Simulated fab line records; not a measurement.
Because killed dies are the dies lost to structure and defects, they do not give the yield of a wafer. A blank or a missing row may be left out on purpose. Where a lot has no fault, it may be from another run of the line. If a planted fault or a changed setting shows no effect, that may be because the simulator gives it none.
Which tool is to blame? | flow n5_finfet | 10 lots with 30 wafers sampled at 5 steps, on a route of 1938 steps

WHAT EACH GAUGE READ, for each wafer
N5_BEOL_M4_RC_MEAS_101.
lot  | measured     | on        | CJ_N
L998 | day 8 02:21  | prober-01 | 4.34 4.31 4.33
L999 | day 9 11:22  | prober-02 | 4.33 4.34 4.34
L100 | day 8 19:53  | prober-01 | 4.62 4.59 4.63
L102 | day 9 17:05  | prober-01 | 4.57 4.58 4.56
L112 | day 12 12:53 | prober-02 | 4.42 4.45 4.35
L113 | day 12 20:43 | prober-02 | 4.35 4.39 4.30
L114 | day 12 10:00 | prober-02 | 4.35 4.29 4.33
L119 | day 14 03:20 | prober-02 | 4.38 4.38 4.43
L120 | day 13 19:12 | prober-01 | 4.19 4.33 4.37
L121 | day 14 19:49 | prober-02 | 4.33 4.24 4.23

WHAT TOOL EACH LOT RAN ON (gives the tool, then ch and the chambers of the sampled wafers, and finally the start)
lot  | N5_PMOS_HMC_CHANNEL_EPI_EPI_26 | N5_BEOL_M4_ANNEAL_95         | N5_BEOL_M4_CMP_52             | N5_BEOL_M4_PRE_CLEAN_60
L998 | epi_rpcvd-02 ch 0, day 1 19:53 | pvd_sputter-01, day 8 01:02  | cmp-01 ch 0,1, day 8 01:42    | cvd_co-01 ch 0,1,2, day 8 02:04
L999 | epi_rpcvd-02 ch 0, day 2 02:07 | pvd_sputter-02, day 9 09:46  | cmp-01 ch 2,3, day 9 10:26    | cvd_co-02 ch 0,1,2, day 9 10:46
L100 | epi_rpcvd-02 ch 0, day 2 07:51 | pvd_sputter-01, day 8 18:38  | cmp-04 ch 0,1,3, day 8 19:17  | cvd_co-02 ch 0,1, day 8 19:37
L102 | epi_rpcvd-02 ch 0, day 2 21:25 | pvd_sputter-01, day 9 15:44  | cmp-01 ch 0,1, day 9 16:23    | cvd_co-02 ch 0,1,2, day 9 16:44
L112 | epi_rpcvd-04 ch 0, day 5 07:46 | pvd_sputter-01, day 12 11:11 | cmp-02 ch 0,1,2, day 12 12:01 | cvd_co-01 ch 0,1,2, day 12 12:37
L113 | epi_rpcvd-03 ch 0, day 5 14:14 | pvd_sputter-02, day 12 19:28 | cmp-04 ch 0,2,3, day 12 20:09 | cvd_co-01 ch 0,1,2, day 12 20:26
L114 | epi_rpcvd-03 ch 0, day 5 19:52 | pvd_sputter-03, day 12 08:38 | cmp-04 ch 1,2, day 12 09:23   | cvd_co-02 ch 0,1,2, day 12 09:44
L119 | epi_rpcvd-03 ch 0, day 7 02:13 | pvd_sputter-03, day 14 01:46 | cmp-02 ch 0,2,3, day 14 02:30 | cvd_co-01 ch 0,1,2, day 14 02:46
L120 | epi_rpcvd-02 ch 0, day 7 09:23 | pvd_sputter-03, day 13 17:54 | cmp-04 ch 0,1,2, day 13 18:36 | cvd_co-01 ch 1,2, day 13 18:55
L121 | epi_rpcvd-03 ch 0, day 7 14:11 | pvd_sputter-02, day 14 18:25 | cmp-01 ch 0,3, day 14 19:03   | cvd_co-02 ch 0,1,2, day 14 19:23
- N5_PMOS_HMC_CHANNEL_EPI_EPI_26: deposits Si from SiH4/H2, target thk 3.8 nm, time 22.7 s.
- N5_BEOL_M4_ANNEAL_95: time 240 s.
- N5_BEOL_M4_CMP_52: polishes, stops on SiOC, t overpolish 6.8 s, target thk 40 nm.
- N5_BEOL_M4_PRE_CLEAN_60: time 15 s.

THE ANSWER, worked out from the rows above alone
Rule: what is usual is taken from the lots themselves. Put in order of their means at a reading, lots are off if they are a third of the lots or fewer, leave a main group of 4 or more, and stand apart from it by a gap of 3 or more times the standard deviation of the main group's means; of several such gaps the widest counts. If all means in a main group match to the digits the tables above print for the reading, that group is not used. A lot without any number at a reading at which 4 lots or more have one is off too. Any other lot the step has rows for is counted as sound.
Off: at N5_BEOL_M4_RC_MEAS_101 (CJ_N), L100, L102. For the main group the mean is 4.34 and the standard deviation 0.044.
A tool fits if, at a process step before that reading, it ran every lot that is off, and no sound lot after the first of them. Those tools and the gauges at N5_BEOL_M4_RC_MEAS_101 are tried in the same way. No candidate that was tried fits.

WHAT THE SIMULATOR HAD PUT IN
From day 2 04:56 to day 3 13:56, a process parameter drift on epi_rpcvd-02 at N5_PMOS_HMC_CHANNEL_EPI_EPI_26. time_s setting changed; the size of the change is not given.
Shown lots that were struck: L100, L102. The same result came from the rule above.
